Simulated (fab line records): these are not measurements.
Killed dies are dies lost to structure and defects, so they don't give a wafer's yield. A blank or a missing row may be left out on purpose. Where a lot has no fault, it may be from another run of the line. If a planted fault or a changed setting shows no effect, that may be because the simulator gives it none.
Matching of chambers | flow n5-finfet | N5_DUMMY_REMOVAL_STRIP_10 on rie-diel-03 has 4 sister chambers
The step strips in N2/H2, time 40 s. 4 wafers are shown with their chamber, then 7 later ones without.

== WAFERS, EACH WITH ITS CHAMBER ==
wafer  | chamber | showerhead-plenum-p-Torr (Torr)
L081.3 | 0       | 3.39
L080.6 | 1       | 3.19
L084.1 | 2       | 3.37
L084.4 | 3       | 3.35

== WAFERS WHOSE CHAMBER IS MISSING ==
wafer  | showerhead-plenum-p-Torr (Torr)
L084.6 | 3.35
L089.2 | 3.34
L089.4 | 3.36
L089.5 | 3.36
L091.3 | 3.36
L091.4 | 3.34
L091.6 | 3.36

== WHICH CHAMBER EACH WENT THROUGH ==
wafer  | from the rows above     | in truth
L084.6 | 3                       | 3
L089.2 | 3                       | 3
L089.4 | can't be placed: 3 or 2 | 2
L089.5 | can't be placed: 3 or 2 | 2
L091.3 | can't be placed: 3 or 2 | 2
L091.4 | 3                       | 3
L091.6 | can't be placed: 3 or 2 | 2
Correct placement for 3 of the 7. Unplaceable from these rows: 4, with the true chamber sitting among the candidates in 4. 0 placed wrongly.
How it was worked out, from the rows above alone: a wafer's distance from a chamber is the root of the sum, over the readings, of the square of ((its reading less the chamber's mean) divided by the reading's scatter). The wafer belongs to the nearest chamber; if the next one is less than 2 further off, it can't be placed. For every chamber, the mean is computed from those of its wafers that are shown. The scatter (one wafer shown for each chamber): square how far every hidden wafer sits from the nearest shown wafer, average those squares and take the square root.
